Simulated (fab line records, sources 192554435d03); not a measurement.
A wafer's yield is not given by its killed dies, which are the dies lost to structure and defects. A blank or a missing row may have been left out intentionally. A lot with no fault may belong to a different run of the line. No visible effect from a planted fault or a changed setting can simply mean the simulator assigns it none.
fab line records -- flow n5-finfet
[record] lots = 8, wafers = 24, last-day = 17
route steps=1938 shown HKMG_FIN@437 BEOL_M4@1111 PASSIVATION@1936
lots that met no fault: taken from a fault-free run of the same line
start-h: the number of hours between the record's first day and the start of the first shown wafer of the lot -- wait-h: time in hours since the lot's previous step -- " the same as in the row above -- L1.1+2: a row that stands for several wafers -- - value missing, or start not given -- * or withheld: withheld -- < > ~ a bound
route shown NAME@n: NAME is a module with steps in the file, n the number in the route of the first one -- usual: mean and standard deviation over wafers with no fault -- same: alike in all rows -- chamber/n: place in a boat -- sites: per-site readings -- _std_site: standard deviation of those values -- _edge_site: the outer-site mean with the inner-site mean subtracted -- radius-mm: how far each site lies from the wafer's centre -- mask NAME#n: copy n -- behind: the last tool/chamber to shape the wafer -- hold: reason for holding the lot/hours on hold/outcome of the hold -- device: transistor that didn't switch, given as n, p or np -- end of line: the same wafers' tests at the end of the route -- a step given without rows: its recipe and nothing more -- killed: dies lost to structure and defects at the first sort, not the wafer's yield -- map: dies across one wafer; x = killed, . = not, _ = none there
set.NAME: the run value of the setting; set.NAME@STEP: its run value at that earlier step -- model.NAME: the simulator's own value behind a step, which no gauge read
a sample of lots followed through the steps of the route, with each step as a table and each wafer as a row
services: from which hour (start-h, from the record's first day; less than 0 if before it) a tool's chamber was out of use, for how many hours, and why
[[steps]]
[step N5_HKMG_FIN_STRIP_34]
[recipe] chemistry = CF4, resist = SiARC, power-w = 300, bias-power-w = 75, pressure-mtorr = 50, cf4-flow-sccm = 150, rf-frequency-hz = 6e+07
[usual] bias-power-w = 75.06/0.22, drypump-motor-current-A = 5.8/0.58, oes-product-au = 0.78/0.064, rf-vpp-V = 271.1/1.5, showerhead-plenum-p-Torr = 1.79/0.056, throttle-valve-pct = 13.58/0.23
lot.wafer,tool,chamber,start-h,wait-h,bias-power-w,drypump-motor-current-A,oes-product-au,rf-hours-counter-h,rf-vpp-V,showerhead-plenum-p-Torr,throttle-valve-pct
L340.2,rie-diel-06,3,75.62,0.0,74.86,4.9,0.83,54,271.0,1.82,13.51
L340.5,rie-diel-06,2,75.62,0.0,75.17,6.0,0.75,-,269.1,1.73,13.40
L340.6,rie-diel-06,3,75.62,0.0,75.01,4.9,0.83,-,270.6,1.82,13.50
L341.3,rie-diel-04,0,84.11,0.0,74.96,6.5,0.70,212,270.2,1.78,13.80
L341.4,rie-diel-04,3,84.11,0.0,74.98,6.0,0.90,16,272.6,1.91,13.34
L341.5,rie-diel-04,1,84.11,0.0,75.13,5.9,0.68,-,272.2,1.77,13.89
L343.1,rie-diel-04,2,94.76,0.0,74.86,5.9,0.88,32,270.7,1.75,13.43
L343.3,rie-diel-04,3,94.76,0.0,74.72,6.0,0.88,20,272.4,1.91,13.33
L343.5,rie-diel-04,3,94.76,0.0,74.93,6.0,0.89,-,274.8,1.91,13.34
L345.1,rie-diel-06,2,107.23,0.0,74.96,5.9,0.74,133,269.7,1.73,13.43
L345.4,rie-diel-06,0,107.23,0.0,75.44,6.8,0.79,88,270.2,1.75,13.32
L345.6,rie-diel-06,2,107.23,0.0,74.91,6.0,0.74,-,269.7,1.73,13.42
L357.4,rie-diel-06,0,175.75,0.0,75.08,6.8,0.77,107,270.4,1.74,13.37
L357.5,rie-diel-06,0,175.75,0.0,75.03,6.8,0.78,-,270.8,1.74,13.37
L357.6,rie-diel-06,3,175.75,0.0,74.82,4.9,0.79,-,270.4,1.81,13.58
L359.1,rie-diel-06,2,187.99,0.0,75.24,6.0,0.72,160,269.5,1.72,13.49
L359.4,rie-diel-06,0,187.99,0.0,74.90,6.8,0.77,111,270.2,1.74,13.38
L359.5,rie-diel-06,3,187.99,0.0,74.87,4.9,0.79,-,271.9,1.81,13.58
L362.2,rie-diel-06,3,212.32,0.0,75.22,4.9,0.77,106,270.9,1.80,13.63
L362.3,rie-diel-06,1,212.32,0.0,75.28,5.7,0.73,155,272.2,1.85,13.90
L362.6,rie-diel-06,0,212.32,0.0,74.97,6.8,0.77,-,272.0,1.74,13.40
L363.1,rie-diel-04,0,212.81,0.0,75.07,6.6,0.96,1,271.6,1.77,13.31
L363.4,rie-diel-04,2,212.81,0.0,75.15,5.8,0.80,-,270.4,1.74,13.55
L363.5,rie-diel-04,0,212.81,0.0,75.48,6.5,0.96,-,271.4,1.77,13.30
[step N5_HKMG_FIN_ETCH_86]
[recipe] chemistry = N2/H2, target = SOC, target-depth-a = 3932, stop-on = TiN, ion-energy-ev = 100, bias-w = 61, pressure-mtorr = 30, source-w = 850, n2-flow-sccm = 200, h2-flow-sccm = 200
[usual] bias-w = 60.99/0.19, drypump-motor-current-A = 5.8/0.55, oes-product-au = 0.78/0.081, rf-vpp-V = 240.7/1.4, showerhead-plenum-p-Torr = 2.55/0.082, throttle-valve-pct = 17.89/0.3
lot.wafer,tool,chamber,start-h,wait-h,bias-w,drypump-motor-current-A,oes-product-au,rf-hours-counter-h,rf-vpp-V,showerhead-plenum-p-Torr,throttle-valve-pct
L340.2,rie-diel-02,0,76.73,-,60.66,5.3,0.66,247,241.2,2.51,17.84
L340.5,rie-diel-02,0,76.73,-,60.84,5.3,0.67,-,240.5,2.51,17.86
L340.6,rie-diel-02,1,76.73,-,61.36,5.5,0.73,-,242.5,2.65,18.06
L341.3,rie-diel-06,2,85.21,-,61.01,5.9,0.75,126,238.6,2.45,17.57
L341.4,rie-diel-06,3,85.21,-,61.28,5.0,0.83,58,242.2,2.59,17.96
L341.5,rie-diel-06,0,85.21,-,60.90,6.8,0.80,-,240.2,2.47,17.46
L343.1,rie-diel-02,2,95.82,-,60.87,6.5,0.85,65,242.2,2.58,17.91
L343.3,rie-diel-02,1,95.82,-,61.30,5.5,0.72,181,242.4,2.65,18.07
L343.5,rie-diel-02,1,95.82,-,60.98,5.5,0.71,-,242.3,2.65,18.07
L345.1,rie-diel-04,2,108.62,-,60.86,5.9,0.87,38,241.2,2.48,17.80
L345.4,rie-diel-04,0,108.62,-,61.11,6.5,0.70,-,240.4,2.51,17.88
L345.6,rie-diel-04,3,108.62,-,60.69,6.0,0.88,-,242.7,2.71,17.63
L357.4,rie-diel-04,0,176.79,-,60.92,6.6,0.67,245,239.1,2.49,17.91
L357.5,rie-diel-04,2,176.79,-,61.06,5.8,0.82,-,240.0,2.47,17.87
L357.6,rie-diel-04,3,176.79,-,61.07,6.0,0.84,-,243.3,2.69,17.68
L359.1,rie-diel-06,2,189.25,-,60.94,5.9,0.72,161,239.7,2.43,17.64
L359.4,rie-diel-06,1,189.25,-,61.27,5.7,0.74,145,241.3,2.65,18.22
L359.5,rie-diel-06,1,189.25,-,61.16,5.7,0.74,-,241.7,2.65,18.21
L362.2,rie-diel-04,0,213.36,-,60.84,6.5,0.96,2,240.0,2.49,17.50
L362.3,rie-diel-04,2,213.36,-,60.97,5.9,0.79,85,239.8,2.46,17.89
L362.6,rie-diel-04,0,213.36,-,60.64,6.5,0.96,-,240.5,2.49,17.48
L363.1,rie-diel-02,2,214.51,-,61.05,6.5,0.81,94,241.9,2.57,17.97
L363.4,rie-diel-02,1,214.51,-,60.86,5.5,0.69,221,242.1,2.63,18.15
L363.5,rie-diel-02,0,214.51,-,61.21,5.3,0.86,-,239.6,2.49,17.51
[step N5_HKMG_FIN_NWFM_ALD_20]
[recipe] material = TiAlC, target-thk-a = 20, temp-c = 300, ald-precursor-family = TiCl4, ald-co-reactant = TEA, pulse-time-s = 3, purge-time-s = 2, co-reactant-purge-time-s = 2, co-reactant-pulse-time-s = 10, ald-cycles = 7, pressure-torr = 3
[usual] ald-cycles = 7/0, heater-power-w = 509/58, precursor-pulse-height-rel = 1.001/0.019
[same] co-reactant-pulse-time-s = 10, co-reactant-purge-time-s = 2, pulse-time-s = 3
lot.wafer,tool,chamber,start-h,wait-h,ald-cycles,heater-power-w,precursor-pulse-height-rel
L340.2,ald-metal-04,2,77.37,0.3,7,576,1.003
L340.5,ald-metal-04,2,77.37,0.3,7,572,1.004
L340.6,ald-metal-04,1,77.37,0.3,7,597,0.980
L341.3,ald-metal-03,1,85.87,0.1,7,512,0.962
L341.4,ald-metal-03,3,85.87,0.1,7,384,1.008
L341.5,ald-metal-03,1,85.87,0.1,7,515,0.964
L343.1,ald-metal-03,2,96.46,0.3,7,487,1.000
L343.3,ald-metal-03,1,96.46,0.3,7,517,0.965
L343.5,ald-metal-03,3,96.46,0.3,7,373,1.019
L345.1,ald-metal-02,0,109.26,0.3,7,499,1.010
L345.4,ald-metal-02,2,109.26,0.3,7,499,0.982
L345.6,ald-metal-02,1,109.26,0.3,7,553,0.998
L357.4,ald-metal-03,0,177.44,0.1,7,434,0.994
L357.5,ald-metal-03,2,177.44,0.1,7,488,1.021
L357.6,ald-metal-03,1,177.44,0.1,7,525,1.016
L359.1,ald-metal-04,1,189.90,0.3,7,588,0.990
L359.4,ald-metal-04,2,189.90,0.3,7,588,1.034
L359.5,ald-metal-04,3,189.90,0.3,7,578,1.013
L362.2,ald-metal-02,0,213.99,0.3,7,488,0.992
L362.3,ald-metal-02,1,213.99,0.3,7,557,0.996
L362.6,ald-metal-02,1,213.99,0.3,7,551,1.013
L363.1,ald-metal-03,0,215.14,0.3,7,448,0.981
L363.4,ald-metal-03,2,215.14,0.3,7,493,1.004
L363.5,ald-metal-03,1,215.14,0.3,9,519,1.041
[step N5_HKMG_FIN_ETCHBACK_68]
[recipe] chemistry = Cl2/Ar, stop-on = HfO2, target-depth-a = 5, pressure-mtorr = 10, icp-w = 600, bias-w = 60, Cl2_flow_sccm = 40, Ar_flow_sccm = 60
[usual] bias-w = 60.03/0.19, drypump-motor-current-A = 5.9/0.41, oes-product-au = 0.77/0.11, throttle-valve-pct = 20.82/0.13
lot.wafer,tool,chamber,start-h,wait-h,bias-w,drypump-motor-current-A,oes-product-au,rf-hours-counter-h,throttle-valve-pct
L340.2,rie-metal-02,0,78.02,0.0,59.96,6.2,0.85,14,20.96
L340.5,rie-metal-02,0,78.02,0.0,60.14,6.1,0.85,-,20.96
L340.6,rie-metal-02,1,78.02,0.0,59.95,6.0,0.84,-,20.69
L341.3,rie-metal-02,1,86.63,0.1,59.84,6.0,0.83,-,20.69
L341.4,rie-metal-02,0,86.63,0.1,59.87,6.2,0.86,-,20.95
L341.5,rie-metal-02,0,86.63,0.1,60.02,6.2,0.86,-,20.95
L343.1,rie-metal-01,0,97.12,0.0,60.34,6.2,0.73,58,20.69
L343.3,rie-metal-01,1,97.12,0.0,59.72,5.4,0.59,-,20.98
L343.5,rie-metal-01,1,97.12,0.0,59.95,5.4,0.59,-,21.00
L345.1,rie-metal-03,0,109.93,0.0,60.11,5.1,0.96,1,20.90
L345.4,rie-metal-03,0,109.93,0.0,60.07,5.1,0.96,-,20.88
L345.6,rie-metal-03,1,109.93,0.0,59.84,5.9,0.73,-,20.78
L357.4,rie-metal-03,1,178.14,0.1,60.21,5.9,0.71,-,20.80
L357.5,rie-metal-03,0,178.14,0.1,59.98,5.1,0.90,-,20.92
L357.6,rie-metal-03,1,178.14,0.1,60.11,6.0,0.71,-,20.78
L359.1,rie-metal-01,0,190.62,0.0,59.74,6.3,0.71,66,20.71
L359.4,rie-metal-01,0,190.62,0.0,59.99,6.2,0.71,-,20.70
L359.5,rie-metal-01,0,190.62,0.0,59.80,6.2,0.71,-,20.70
L362.2,rie-metal-01,0,214.86,0.0,59.93,6.2,0.71,69,20.72
L362.3,rie-metal-01,1,214.86,0.0,60.13,5.3,0.96,-,20.73
L362.6,rie-metal-01,1,214.86,0.0,60.45,5.3,0.95,-,20.74
L363.1,rie-metal-01,0,215.92,0.0,59.73,6.2,0.71,69,20.70
L363.4,rie-metal-01,1,215.92,0.0,59.60,5.3,0.95,-,20.75
L363.5,rie-metal-01,1,215.92,0.0,59.79,5.3,0.96,-,20.73
[step N5_BEOL_M4_RC_MEAS_101]
[usual] DIBL_N = 36.3/1, DIBL_P = 36.2/1.4, IOFF_N = 0.157/0.021, IOFF_N_85C = 3.1/0.35, IOFF_N_LIN = 0.073/0.0083, IOFF_N_LONG = 5.6e-05/3e-06, IOFF_P = 0.206/0.025, IOFF_P_LONG = 0.000105/8.9e-06, ION_N = 673/9, ION_P = 461/6.4, SS_N = 71.5/0.5, SS_P = 73.2/0.47, VT_N = 249.9/2.4, VT_N_LONG = 274.3/2.1, VT_N_LVT = 98.2/2.7, VT_P = -250.6/2.9, VT_P_LONG = -275.5/2.9
lot.wafer,tool,chamber,start-h,wait-h,DIBL_N[mV/V],DIBL_P[mV/V],IOFF_N[nA/um],IOFF_N_85C[nA/um],IOFF_N_LIN[nA/um],IOFF_N_LONG[nA/um],IOFF_P[nA/um],IOFF_P_LONG[nA/um],ION_N[uA/um],ION_P[uA/um],SS_N[mV/dec],SS_P[mV/dec],VT_N[mV],VT_N_LONG[mV],VT_N_LVT[mV],VT_P[mV],VT_P_LONG[mV]
L340.2,prober-01,0,168.26,0.2,35.0,35.5,0.131,2.7,0.063,5.4e-05,0.174,9.7e-05,674,456,71.2,72.7,252.7,273.8,99.3,-254.4,-277.5
L340.5,prober-01,0,168.26,0.2,35.3,34.7,0.128,2.7,0.062,5.5e-05,0.170,9.4e-05,664,452,71.7,73.0,252.4,275.6,98.9,-255.1,-279.1
L340.6,prober-01,0,168.26,0.2,35.6,35.7,0.131,2.7,0.063,5.5e-05,0.179,9.7e-05,665,456,70.8,72.5,254.0,275.1,99.3,-254.1,-281.8
L343.1,prober-02,0,173.09,0.0,36.7,35.9,0.175,3.4,0.080,5.7e-05,0.204,0.0001,683,460,71.6,73.8,249.0,273.9,95.2,-251.3,-276.9
L343.3,prober-02,0,173.09,0.0,34.9,34.3,0.153,3.0,0.072,5.7e-05,0.182,0.000103,679,466,71.4,73.2,250.8,271.8,95.3,-252.4,-279.1
L343.5,prober-02,0,173.09,0.0,36.6,36.5,0.190,3.6,0.086,5.7e-05,0.208,0.000101,689,462,71.7,74.1,248.7,273.0,92.7,-253.0,-280.5
L341.3,prober-01,0,173.55,0.3,35.3,34.4,0.136,2.7,0.065,5.5e-05,0.177,9.9e-05,671,462,70.8,73.1,250.8,277.2,96.4,-251.1,-278.7
L341.4,prober-01,0,173.55,0.3,37.3,37.2,0.170,3.2,0.078,5.4e-05,0.217,0.000102,682,467,71.2,74.0,248.2,274.6,93.7,-250.9,-277.5
L341.5,prober-01,0,173.55,0.3,34.9,34.2,0.129,2.6,0.062,5.4e-05,0.175,0.000101,668,461,70.1,73.2,250.4,273.4,98.6,-252.8,-276.9
L345.1,prober-02,0,199.64,0.0,36.7,37.4,0.170,3.3,0.077,5.6e-05,0.224,0.000104,669,464,72.4,73.5,247.3,275.4,96.7,-249.1,-273.5
L345.4,prober-02,0,199.64,0.0,35.1,36.1,0.145,2.9,0.067,5.6e-05,0.196,0.000103,665,456,71.5,73.2,251.9,274.6,98.3,-252.0,-276.6
L345.6,prober-02,0,199.64,0.0,35.3,36.2,0.144,2.9,0.067,5.5e-05,0.196,0.000103,661,458,70.9,73.4,251.8,276.5,98.8,-252.4,-277.2
L357.4,prober-02,0,268.79,0.5,35.6,35.9,0.151,3.0,0.069,5.9e-05,0.179,0.000106,665,455,70.6,73.3,248.0,273.2,95.9,-254.9,-277.8
L357.5,prober-02,0,268.79,0.5,36.8,37.1,0.173,3.4,0.078,5.9e-05,0.206,0.000108,666,455,71.6,72.8,250.0,273.9,94.9,-251.5,-276.7
L357.6,prober-02,0,268.79,0.5,36.5,37.8,0.172,3.3,0.078,5.9e-05,0.214,0.000108,678,463,71.6,73.4,248.5,273.4,94.6,-252.5,-275.3
L359.1,prober-02,0,281.11,0.0,37.5,35.7,0.148,2.9,0.068,5.3e-05,0.179,9.1e-05,665,448,71.8,73.4,251.7,274.1,98.9,-255.2,-279.9
L359.4,prober-02,0,281.11,0.0,35.4,34.3,0.120,2.4,0.059,5.3e-05,0.157,9.5e-05,667,455,70.2,72.9,252.6,275.3,102.0,-255.0,-280.1
L359.5,prober-02,0,281.11,0.0,35.9,34.6,0.132,2.7,0.063,5.3e-05,0.162,9.2e-05,660,455,72.1,72.3,252.5,276.3,99.4,-255.7,-277.1
L362.2,prober-02,0,301.82,0.2,37.8,38.4,0.180,3.4,0.082,5.2e-05,0.230,9.4e-05,674,462,71.7,74.2,248.4,276.1,100.1,-251.4,-275.5
L362.3,prober-02,0,301.82,0.2,35.6,35.6,0.145,2.8,0.067,5.2e-05,0.187,9.5e-05,664,457,72.1,72.9,251.5,274.0,103.0,-251.2,-276.3
L362.6,prober-02,0,301.82,0.2,33.4,32.3,0.106,2.2,0.053,5.2e-05,0.148,9.5e-05,663,455,70.7,72.3,255.4,278.1,107.0,-255.0,-277.2
L363.1,prober-02,0,306.57,0.0,36.6,39.0,0.183,3.4,0.082,5.8e-05,0.210,0.000101,688,469,71.7,73.4,246.7,270.2,94.5,-247.7,-274.7
L363.4,prober-02,0,306.57,0.0,37.6,40.5,0.208,3.8,0.091,5.8e-05,0.230,0.0001,697,462,71.7,73.7,247.3,270.3,92.3,-248.8,-275.7
L363.5,prober-02,0,306.57,0.0,36.7,38.5,0.607,9.3,0.269,0.000151,0.159,7.7e-05,758,450,72.0,73.4,213.2,239.3,60.9,-256.8,-284.2
[step N5_PASSIVATION_PROBE_49]
[usual] defect-limited-yield = 91.1/1.3, killed_at_M0_to_M3 = 36/10, killed_at_M4_up = 14/4.4, killed-at-contacts = 14/5.7, killed-at-front-end = 39/9.4, killed-at-other = 2.9/2.6, killed-dies = 105/15, killed-open = 70/12, killed-short = 34/7.1, sort_bin_4_leakage = 0/0, sort_bin_5_function = 5.3/0.77, sort_bin_6_memory = 3.3/0.66, sort-n-pass = 1075/15, sort-yield-pct = 91.1/1.3
[same] gross-dies = 1180, killed-at-back-side = 0, sort_bin_8_speed[%] = 0
lot.wafer,tool,chamber,start-h,wait-h,defect-limited-yield[%],killed_at_M0_to_M3,killed_at_M4_up,killed-at-contacts,killed-at-front-end,killed-at-other,killed-dies,killed-open,killed-short,sort_bin_4_leakage[%],sort_bin_5_function[%],sort_bin_6_memory[%],sort-n-pass,sort-yield-pct[%]
L340.2,prober-02,-,274.92,0.1,91.7,24,11,19,37,7,98,62,36,0,4.6,3.1,1082,91.7
L340.5,prober-02,-,275.07,0.2,92.3,38,12,18,20,3,91,62,28,0,4.4,2.9,1089,92.3
L340.6,prober-02,-,275.12,0.3,92.1,26,18,8,39,2,93,64,29,0,5.3,2.4,1087,92.1
L343.1,prober-02,-,278.73,0.0,92.4,34,11,9,33,3,90,61,28,0,4.0,3.3,1090,92.4
L343.3,prober-02,-,278.83,0.1,90.3,49,12,4,44,6,115,67,48,0,4.7,4.2,1065,90.3
L343.5,prober-02,-,278.93,0.2,91.3,29,8,1,57,8,103,61,42,0,4.5,3.8,1077,91.3
L341.3,prober-01,-,280.80,0.1,91.1,36,19,13,36,1,105,61,42,0,5.5,3.1,1075,91.1
L341.4,prober-01,-,280.85,0.2,91.6,34,13,8,40,4,99,63,33,0,4.6,3.4,1081,91.6
L341.5,prober-01,-,280.90,0.2,93.2,27,8,6,37,2,80,52,27,0,4.2,2.5,1100,93.2
L357.4,prober-02,-,362.90,0.2,90.6,37,15,17,37,5,111,80,30,0,5.7,3.6,1069,90.6
L357.5,prober-02,-,362.95,0.2,91.4,19,18,6,57,2,102,61,35,0,4.7,3.2,1078,91.4
L357.6,prober-02,-,363.00,0.3,93.1,13,16,12,40,1,82,46,34,0,4.0,2.4,1098,93.1
L359.1,prober-02,-,389.50,0.0,90.9,30,23,17,37,0,107,79,25,0,5.6,3.3,1073,90.9
L359.4,prober-02,-,389.65,0.2,92.5,35,10,11,32,0,88,57,29,0,3.6,3.7,1092,92.5
L359.5,prober-02,-,389.70,0.2,90.8,32,19,13,41,3,108,77,30,0,5.3,3.6,1072,90.8
L363.1,prober-01,-,403.74,0.0,90.6,24,19,12,50,6,111,77,34,0,5.3,3.9,1069,90.6
L363.4,prober-01,-,403.89,0.2,93.0,20,12,12,36,3,83,59,24,0,3.8,2.7,1097,93.0
L363.5,prober-01,-,403.94,0.2,90.1,39,12,22,43,1,117,77,40,76.61,5.5,4.0,159,13.5
// killed by level:class
L340.2 MOL_CONTACT_COAG:geometric-particle:open=15 BEOL_M0_SAQP:geometric-particle:open=11 FIN_SAQP:geometric-particle:short=9 STI_FIN_REVEAL:geometric-particle:open=6 BEOL_M3:geometric-particle:open=5 MOL_CONTACT_COAG:geometric-particle:short=4 STARTING-WAFER:geometric-particle:open=4 STARTING-WAFER:geometric-particle:short=4
L340.5 MOL_CONTACT_COAG:geometric-particle:open=13 BEOL_M2:geometric-particle:open=9 BEOL_M0_SAQP:geometric-particle:short=6 BEOL_M1:geometric-particle:open=6 BEOL_M4:geometric-particle:open=6 BEOL_M3:geometric-particle:open=5 MOL_CONTACT_COAG:geometric-particle:short=5 BEOL_M0_SAQP:geometric-particle:open=5
L340.6 BEOL_M4:geometric-particle:open=11 MOL_CONTACT_COAG:geometric-particle:open=8 BEOL_M2:geometric-particle:open=8 STI_FIN_REVEAL:geometric-particle:open=7 BEOL_M3:geometric-particle:open=7 DUMMY_GATE:geometric-particle:open=6 GATE_CUT:geometric-particle:short=6 FIN_SAQP:geometric-particle:open=5
L343.1 BEOL_M2:geometric-particle:open=13 STI_FIN_REVEAL:geometric-particle:open=8 MOL_CONTACT_COAG:geometric-particle:open=8 BEOL_M0_SAQP:geometric-particle:short=5 FIN_SAQP:geometric-particle:open=4 ILD0:geometric-particle:open=4 BEOL_M3:geometric-particle:open=4 BEOL_M4:geometric-particle:open=4
L343.3 BEOL_M0_SAQP:geometric-particle:short=15 BEOL_M2:geometric-particle:open=10 STI_FIN_REVEAL:geometric-particle:open=8 BEOL_M3:geometric-particle:open=8 FIN_SAQP:geometric-particle:short=7 ILD0:geometric-particle:short=7 BEOL_M0_SAQP:geometric-particle:open=7 BEOL_M4:geometric-particle:open=5
L343.5 STI_FIN_REVEAL:geometric-particle:open=11 FIN_SAQP:geometric-particle:open=8 DUMMY_GATE:geometric-particle:open=8 GATE_CUT:geometric-particle:short=6 BEOL_M3:geometric-particle:open=6 FIN_SAQP:geometric-particle:short=5 BEOL_M2:geometric-particle:open=5 ILD0:geometric-particle:open=4
L341.3 BEOL_M0_SAQP:geometric-particle:open=12 MOL_CONTACT_COAG:geometric-particle:open=10 BEOL_M0_SAQP:geometric-particle:short=9 FIN_SAQP:geometric-particle:short=7 GATE_CUT:geometric-particle:short=6 BEOL_M4:geometric-particle:open=6 STI_FIN_REVEAL:geometric-particle:open=5 BEOL_M1:geometric-particle:open=5
L341.4 BEOL_M2:geometric-particle:open=11 FIN_SAQP:geometric-particle:open=8 STI_FIN_REVEAL:geometric-particle:open=8 BEOL_M0_SAQP:geometric-particle:short=7 MOL_CONTACT_COAG:geometric-particle:open=7 FIN_SAQP:geometric-particle:short=6 BEOL_M0_SAQP:geometric-particle:open=5 BEOL_M3:geometric-particle:open=5
L341.5 BEOL_M0_SAQP:geometric-particle:open=11 STI_FIN_REVEAL:geometric-particle:open=10 DUMMY_GATE:geometric-particle:open=6 FIN_SAQP:geometric-particle:open=5 FIN_SAQP:geometric-particle:short=4 BEOL_M0_SAQP:geometric-particle:short=4 BEOL_M3:geometric-particle:open=4 MOL_CONTACT_COAG:geometric-particle:open=3
L357.4 MOL_CONTACT_COAG:geometric-particle:open=14 BEOL_M0_SAQP:geometric-particle:short=9 BEOL_M4:geometric-particle:open=9 BEOL_M0_SAQP:geometric-particle:open=9 DUMMY_GATE:geometric-particle:open=8 STI_FIN_REVEAL:geometric-particle:open=8 GATE_CUT:geometric-particle:short=8 GATE_CUT:geometric-particle:open=5
L357.5 FIN_SAQP:geometric-particle:short=14 FIN_SAQP:geometric-particle:open=12 BEOL_M4:geometric-particle:open=10 STI_FIN_REVEAL:geometric-particle:open=7 DUMMY_GATE:geometric-particle:open=6 BEOL_M1:geometric-particle:open=3 GATE_CUT:geometric-particle:short=3 MOL_CONTACT_COAG:geometric-particle:short=3
L357.6 FIN_SAQP:geometric-particle:short=9 BEOL_M4:geometric-particle:open=9 STI_FIN_REVEAL:geometric-particle:open=8 MOL_CONTACT_COAG:geometric-particle:open=7 FIN_SAQP:geometric-particle:open=6 MOL_CONTACT_COAG:geometric-particle:short=5 STARTING-WAFER:geometric-particle:short=4 STI_FIN_REVEAL:geometric-particle:short=3
L359.1 MOL_CONTACT_COAG:geometric-particle:open=13 STI_FIN_REVEAL:geometric-particle:open=12 BEOL_M3:geometric-particle:open=9 BEOL_M0_SAQP:geometric-particle:short=8 GATE_CUT:geometric-particle:open=7 BEOL_M4:geometric-particle:open=7 FIN_SAQP:geometric-particle:open=5 BEOL_M5:geometric-particle:open=5
L359.4 BEOL_M1:geometric-particle:open=11 BEOL_M3:geometric-particle:open=9 STI_FIN_REVEAL:geometric-particle:open=8 BEOL_M3:geometric-particle:short=7 FIN_SAQP:geometric-particle:open=6 GATE_CUT:geometric-particle:short=5 MOL_CONTACT_COAG:geometric-particle:open=5 MOL_CONTACT_COAG:geometric-particle:short=4
L359.5 BEOL_M3:geometric-particle:open=13 STI_FIN_REVEAL:geometric-particle:open=12 MOL_CONTACT_COAG:geometric-particle:open=12 FIN_SAQP:geometric-particle:short=10 BEOL_M3:geometric-particle:short=8 BEOL_M4:geometric-particle:open=8 STI_FIN_REVEAL:geometric-particle:short=5 DUMMY_GATE:geometric-particle:open=5
L363.1 FIN_SAQP:geometric-particle:open=17 MOL_CONTACT_COAG:geometric-particle:open=11 BEOL_M4:geometric-particle:open=8 FIN_SAQP:geometric-particle:short=7 GATE_CUT:geometric-particle:short=7 BEOL_M0_SAQP:geometric-particle:open=6 BEOL_M2:geometric-particle:open=4 BEOL_M3:geometric-particle:short=4
L363.4 FIN_SAQP:geometric-particle:open=10 MOL_CONTACT_COAG:geometric-particle:open=10 BEOL_M4:geometric-particle:open=8 STI_FIN_REVEAL:geometric-particle:open=6 BEOL_M0_SAQP:geometric-particle:open=5 BEOL_M1:geometric-particle:open=4 STARTING-WAFER:geometric-particle:short=4 GATE_CUT:geometric-particle:short=3
L363.5 MOL_CONTACT_COAG:geometric-particle:open=17 STI_FIN_REVEAL:geometric-particle:open=12 BEOL_M0_SAQP:geometric-particle:short=12 BEOL_M0_SAQP:geometric-particle:open=11 FIN_SAQP:geometric-particle:short=8 BEOL_M4:geometric-particle:open=7 BEOL_M3:geometric-particle:open=6 STARTING-WAFER:geometric-particle:open=5
[[services]]
tool,chamber,start-h,hours,kind
rie-metal-01,-,63.09,0.2,repair
rie-diel-02,0,85.26,-,clean
rie-metal-02,1,90.75,5.9,repair
rie-diel-04,0,96.47,9.4,repair
ald-metal-04,-,106.56,0.5,repair
rie-diel-04,1,108.49,18.2,repair
rie-metal-03,0,119.15,5.4,repair
rie-diel-04,1,151.30,-,clean
rie-diel-04,1,151.30,-,consumable-replace:focus-ring
rie-diel-04,1,151.30,20.6,scheduled-down
rie-diel-04,1,151.30,20.6,vent-cycle
rie-diel-06,2,154.30,2.7,repair
rie-metal-01,-,175.05,14.6,pm
rie-diel-02,-,187.98,14.6,pm
rie-metal-01,1,189.65,-,clean
rie-metal-01,1,189.65,15.7,scheduled-down
rie-metal-01,1,189.65,15.7,vent-cycle
rie-diel-04,0,191.11,-,clean
rie-diel-04,0,191.11,-,consumable-replace:focus-ring
rie-diel-04,0,191.11,17.0,scheduled-down
rie-diel-04,0,191.11,17.0,vent-cycle
ald-metal-03,1,197.08,2.4,repair
ald-metal-02,-,201.78,6.0,pm
rie-diel-04,1,209.25,5.5,repair
[[key]]
[first-sign] step = N5_HKMG_FIN_NWFM_ALD_20, reading = ald-cycles, direction = up, sigmas = 99+, usual = *, struck = *
[effect] step = N5_BEOL_M4_RC_MEAS_101, reading = IOFF_N_LONG, direction = up, sigmas = 32, usual = 5.6e-05, struck = 0.000151
[effect] step = N5_BEOL_M4_RC_MEAS_101, reading = IOFF_N_LIN, direction = up, sigmas = 24, usual = 0.073, struck = 0.269
[effect] step = N5_BEOL_M4_RC_MEAS_101, reading = IOFF_N, direction = up, sigmas = 21, usual = 0.157, struck = 0.607
[effect] step = N5_BEOL_M4_RC_MEAS_101, reading = IOFF_N_85C, direction = up, sigmas = 18, usual = 3.1, struck = 9.3
[effect] step = N5_BEOL_M4_RC_MEAS_101, reading = VT_N_LONG, direction = down, sigmas = 17, usual = 274.3, struck = 239.3
[effect] step = N5_BEOL_M4_RC_MEAS_101, reading = VT_N, direction = down, sigmas = 15, usual = 249.9, struck = 213.2
[effect] step = N5_BEOL_M4_RC_MEAS_101, reading = VT_N_LVT, direction = down, sigmas = 14, usual = 98.2, struck = 60.9
[effect] step = N5_BEOL_M4_RC_MEAS_101, reading = ION_N, direction = up, sigmas = 9.3, usual = 673, struck = 758
[effect] step = N5_BEOL_M4_RC_MEAS_101, reading = IOFF_P_LONG, direction = down, sigmas = 3.1, usual = 0.000105, struck = 7.7e-05
[effect] step = N5_BEOL_M4_RC_MEAS_101, reading = VT_P_LONG, direction = down, sigmas = 3, usual = -275.5, struck = -284.2
[effect] step = N5_PASSIVATION_PROBE_49, reading = sort_bin_4_leakage, direction = up, sigmas = 99+, usual = 0, struck = 76.61
met-at N5_HKMG_FIN_NWFM_ALD_20
struck-lots L363
struck-wafers L363.5
not-acting-at N5_HKMG_FIN_STRIP_34,N5_HKMG_FIN_ETCH_86,N5_HKMG_FIN_ETCHBACK_68
onset-between 177.44 215.14
[fault] kind = process-parameter-drift, tool = ald-metal-03, chamber = -, onset-h = 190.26, steps = N5_HKMG_FIN_NWFM_ALD_20, channel = ald-cycles, offset = *, shape = step, end-h = 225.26, scope = struck-wafers-only, acts-in = *, stated = *
